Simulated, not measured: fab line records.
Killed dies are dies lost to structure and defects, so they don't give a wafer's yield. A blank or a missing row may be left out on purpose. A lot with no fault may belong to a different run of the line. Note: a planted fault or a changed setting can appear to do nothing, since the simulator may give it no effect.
A struck lot beside a sound one    flow n5-finfet    44 out of 1938 route steps
Sound: wafers L724.1, L724.2, L724.5. Struck: wafer L730.3 (L730.1, L730.6, from the same lot, were not struck and are left out); the cause is given at the end.
At each step with rows: each side's tool, then ch and its chambers, then its first start. Under that, the readings that differ: sound wafers    struck wafers    difference of the means    sigmas: that difference in standard deviations of wafers without a fault.
alike: same words and numbers on both sides, and readings whose means sit less than 2 such deviations apart. not compared: any withheld reading, any reading some wafer has no value for, any bound like >300 that may hide the same value, and any number with overlapping values for which the record gives no deviation.
The two part at a step that has a row with sigmas, a row that says differs or no value, or rows on one side only. Non-overlapping numbers with no deviation appear without sigmas and do not part them. A reading missing from all wafers of one side parts the sides only when that side holds two or more wafers.

first, 6 steps without rows for these wafers: N5_PMOS_HMC_CHANNEL_EPI_PRECLEAN_36 (cleans in O3/DIW, time 45 s); N5_PMOS_HMC_CHANNEL_EPI_PRECLEAN_18 (cleans in DHF, time 30 s); N5_PMOS_HMC_CHANNEL_EPI_SRD_19 (time 30 s); N5_PMOS_HMC_CHANNEL_EPI_EPI_20 (deposits SiGe30, target thk 59 nm); N5_PMOS_HMC_CHANNEL_EPI_HM_STRIP_35 (strips SiO2 in dHF, material SiO2, target depth 39.6 nm, time 216 s); N5_PMOS_HMC_CHANNEL_EPI_SRD_39 (time 30 s).
N5_PMOS_HMC_CHANNEL_EPI_CMP_21: polishes SiGe30, target thk 54 nm.
  sound on cmp-01 ch 0,1,3, day 2 01:26; struck on cmp-01 ch 1, day 3 19:57
  alike: motor-current-A
N5_PMOS_HMC_CHANNEL_EPI_THK_MEAS_22:
  struck on film-metro-01, day 3 20:14; sound on film-metro-02, day 2 01:41
reading           sound           struck  difference  sigmas
HMC_CMP_THK (nm)  52.0 52.4 52.2  55.2    +3.0        +2
then, 4 steps without rows for these wafers: N5_PMOS_HMC_CHANNEL_EPI_PRECLEAN_40 (cleans in DHF, time 30 s); N5_PMOS_HMC_CHANNEL_EPI_PRECLEAN_37 (cleans in O3/DIW, time 45 s); N5_PMOS_HMC_CHANNEL_EPI_PRECLEAN_24 (cleans in DHF, time 30 s); N5_PMOS_HMC_CHANNEL_EPI_SRD_25 (time 30 s).
N5_PMOS_HMC_CHANNEL_EPI_EPI_26: deposits Si from SiH4/H2, target thk 3.8 nm, time 22.7 s.
  sound on epi-rpcvd-01 ch 0, day 2 01:48; struck on epi-rpcvd-02 ch 0, day 3 20:21
reading                                              sound              struck  difference  sigmas
throttle-valve-pct (%)                               11.2 11.2 11.6     12.0    +0.7        +2
model.Si_of_PMOS_HMC_CHANNEL_EPI_EPI_26.thk-nm (nm)  3.779 3.776 3.818  5.68    +1.89       
N5_PMOS_HMC_CHANNEL_EPI_INSPECT_30: inspects for defects (darkfield).
  struck on defect-inspect-02, day 3 20:49; sound on defect-inspect-01, day 2 02:10
  alike: raw-defect-count
then, 4 steps without rows for these wafers: N5_FIN_SAQP_PRECLEAN_42 (cleans in O3/DIW, time 60 s); N5_FIN_SAQP_PRECLEAN_00 (cleans in SC1, time 60 s); N5_FIN_SAQP_PRECLEAN_44 (cleans in SC2, time 45 s); N5_FIN_SAQP_SRD_01 (time 30 s).
N5_FIN_SAQP_ALD_61: deposits SiO2, target thk 4 nm, pulse time 1 s, purge time 2 s.
  sound on ald-sin-04 ch 0,3, day 2 02:24; struck on ald-sin-01 ch 0, day 3 21:07
  alike: heater-power-w, precursor-pulse-height-rel
then, 1 step without rows for these wafers: N5_FIN_SAQP_DENSIFY_62 (time 60 s).
N5_FIN_SAQP_HM_DEP_03: deposits SiNx from SiH4/NH3/N2, target thk 38 nm, time 33.6 s.
  sound on pecvd-03 ch 0,2, day 2 02:53; struck on pecvd-02 ch 2, day 3 21:48
  alike: heater-power-w, showerhead-plenum-p-Torr, throttle-valve-pct
N5_FIN_SAQP_THK_MEAS_05:
  struck on film-metro-02, day 3 21:53; sound on film-metro-01, day 2 02:58
  alike: thk-nm
N5_FIN_SAQP_PECVD_47: deposits a-Si from SiH4/He, target thk 45 nm, time 36.3 s.
  sound on pecvd-04 ch 0,1, day 2 03:01; struck on pecvd-04 ch 2, day 3 21:56
  alike: heater-power-w, showerhead-plenum-p-Torr, throttle-valve-pct
then, 2 steps without rows for these wafers: N5_FIN_SAQP_PECVD_48 (deposits SiNx from SiH4/NH3/N2, target thk 25 nm, time 22.1 s); N5_FIN_SAQP_PECVD_06 (deposits a-Si from SiH4/He, target thk 60 nm, time 48.1 s).
N5_FIN_SAQP_THK_MEAS_07:
  struck on film-metro-01, day 3 22:06; sound on film-metro-01, day 2 03:15
  alike: thk-nm
then, 9 steps without rows for these wafers: N5_FIN_SAQP_HM_DEP_72 (deposits SiO2 from SiH4/N2O, target thk 12 nm, time 7.2 s); N5_FIN_SAQP_COAT_49 (time 60 s, resist thk 100 nm); N5_FIN_SAQP_COAT_50 (time 60 s, resist thk 35 nm); N5_FIN_SAQP_COAT_10 (resist thk 90 nm); N5_FIN_SAQP_EBR_12; N5_FIN_SAQP_SOFTBAKE_11 (time 60 s); N5_FIN_SAQP_EXPOSE_13 (exposes mask FIN CORE, target cd 35.6 nm); N5_FIN_SAQP_PEB_14 (peb time 60 s); N5_FIN_SAQP_DEVELOP_15 (develop time 30 s).
N5_FIN_SAQP_CD_MEAS_16: target cd 35.6 nm.
  sound on cd-sem-02 ch 0, day 2 03:37; struck on cd-sem-02 ch 0, day 3 22:37
  alike: cd-nm
N5_FIN_SAQP_OVL_MEAS_17:
  sound on overlay-01 ch 0, day 2 03:39; struck on overlay-02 ch 0, day 3 22:40
  alike: FIN_CORE_OVL
N5_FIN_SAQP_INSPECT_18: inspects for defects (brightfield).
  struck on defect-inspect-02, day 3 22:41; sound on defect-inspect-02, day 2 03:40
  alike: raw-defect-count
then, 1 step without rows for these wafers: N5_FIN_SAQP_DESCUM_21 (chemistry O2, time 7.9 s).
N5_FIN_SAQP_ETCH_51: etches SiARC in CF4, target depth 45.5 nm, time 75.8 s.
  sound on rie-diel-01 ch 0,1,2, day 2 03:44; struck on rie-diel-05 ch 0, day 3 22:51
  alike: drypump-motor-current-A, etch-rf-on-time-s, oes-product-au, rf-vpp-V, showerhead-plenum-p-Torr, throttle-valve-pct
  not compared: rf-hours-counter-h
then, 1 step without rows for these wafers: N5_FIN_SAQP_ETCH_52 (etches SOC in N2/H2, target depth 100 nm, overetch 20 nm, time 150 s).
N5_STI_FIN_REVEAL_CLEAN_19: cleans in O3/DIW, time 120 s.
  sound on wet-bench-05 ch 0,1,6, day 2 18:46; struck on wet-bench-01 ch 1, day 4 15:50
reading                                              sound        struck  difference  sigmas
model.Si_of_PMOS_HMC_CHANNEL_EPI_EPI_26.thk-nm (nm)  2.4 2.4 2.4  4.4     +2.0        
-- the record jumps here: 6 days lie between the struck wafers' starts before and after (it left off in module STI_FIN_REVEAL and takes up again in module BEOL_M4, whose first step shown is number 1111 of the route) --
N5_BEOL_M4_RC_MEAS_101:
  sound on prober-02 ch 0, day 8 15:35; struck on prober-01 ch 0, day 10 10:50
reading         sound           struck  difference  sigmas
CJ_N            4.55 4.37 4.52  4.03    -0.45       -4
DIBL_N (mV/V)   31.6 35.5 34.3  41.0    +7.2        +3
DIBL_P (mV/V)   28.4 33.2 31.4  40.8    +9.8        +4
IOFF_N (nA/um)  0.09 0.14 0.13  0.25    +0.13       +4
IOFF_P (nA/um)  0.16 0.21 0.18  0.28    +0.10       +3
SS_P (mV/dec)   72.4 72.9 72.7  75.3    +2.6        +3
  alike: ION_N, ION_P, SS_N, VT_N, VT_P
-- the record jumps here: 5 days lie between the struck wafers' starts before and after (it left off in module BEOL_M4 and takes up again in module PASSIVATION, whose first step shown is number 1936 of the route) --
N5_PASSIVATION_PROBE_49:
  struck on prober-02, day 15 00:43; sound on prober-02, day 13 12:55
reading             sound   struck  difference  sigmas
killed-at-contacts  2 5 11  18      +12         +2
  alike: defect-limited-yield, killed_at_M0_to_M3, killed_at_M4_up, killed-at-front-end, killed-at-other, killed-dies, killed-open, killed-short, sort_bin_5_function, sort_bin_6_memory, sort-n-pass, sort-yield-pct

## WHERE THEY PART
First at N5_PMOS_HMC_CHANNEL_EPI_THK_MEAS_22; last, within this record, at N5_PASSIVATION_PROBE_49.

WHY: what had been put in by the simulator
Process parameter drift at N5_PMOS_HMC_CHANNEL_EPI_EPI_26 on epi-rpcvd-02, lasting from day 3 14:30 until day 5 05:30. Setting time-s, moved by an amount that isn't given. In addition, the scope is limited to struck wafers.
